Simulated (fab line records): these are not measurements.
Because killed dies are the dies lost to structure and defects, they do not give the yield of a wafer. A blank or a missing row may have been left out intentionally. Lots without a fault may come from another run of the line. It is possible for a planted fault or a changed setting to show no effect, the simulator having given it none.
Which tool was responsible?	flow n5 finfet	Sampling: 10 lots, 28 wafers, 2 of 1938 route steps

WHAT THE GAUGES READ, wafer by wafer
N5_BEOL_M12_INSPECT_12: inspects for defects (macro).
lot	measured	on	raw defect count
L978	day 10 07:23	defect inspect-02	3 1 1
L979	day 10 13:53	defect inspect-01	2 2 2
L983	day 12 01:46	defect inspect-02	0 1 1
L985	day 12 18:49	defect inspect-02	3 2 2
L986	day 13 00:11	defect inspect-01	3 0 1
L989	day 13 04:54	defect inspect-02	3 1 3
L999	day 15 18:42	defect inspect-01	1 1
L998	day 15 19:02	defect inspect-02	2 2 1
L997	day 15 19:57	defect inspect-02	2 1
L100	day 16 03:17	defect inspect-01	3 0 3

WHICH TOOL RAN EACH LOT (tool, then ch and the chambers of the sampled wafers, then the start)
lot	N5_BEOL_M11_PRE_CLEAN_45
L978	pvd sputter-02, day 10 05:03
L979	pvd sputter-02, day 10 10:23
L983	pvd sputter-03, day 11 22:50
L985	pvd sputter-01, day 12 13:14
L986	pvd sputter-01, day 12 21:36
L989	pvd sputter-03, day 13 02:35
L999	pvd sputter-03, day 15 15:46
L998	pvd sputter-02, day 15 16:37
L997	pvd sputter-02, day 15 17:44
L100	pvd sputter-01, day 16 00:56
- N5_BEOL_M11_PRE_CLEAN_45: time 30 s.

THE ANSWER, worked out from the rows above alone
Rule: the usual values come from the lots themselves. Put in order of their means at a reading, lots are off if they are a third of the lots or fewer, leave a main group of 4 or more, and stand apart from it by a gap of 3 or more times the standard deviation of the main group's means; of several such gaps the widest counts. The tables above print the reading to a certain number of digits; a main group whose means all agree to those digits is not used. A lot without any number at a reading at which 4 lots or more have one is off too. All remaining lots with rows at the step are treated as sound.
No lot is off at any reading shown: from this, nothing can be told.

WHAT THE SIMULATOR HAD INSERTED
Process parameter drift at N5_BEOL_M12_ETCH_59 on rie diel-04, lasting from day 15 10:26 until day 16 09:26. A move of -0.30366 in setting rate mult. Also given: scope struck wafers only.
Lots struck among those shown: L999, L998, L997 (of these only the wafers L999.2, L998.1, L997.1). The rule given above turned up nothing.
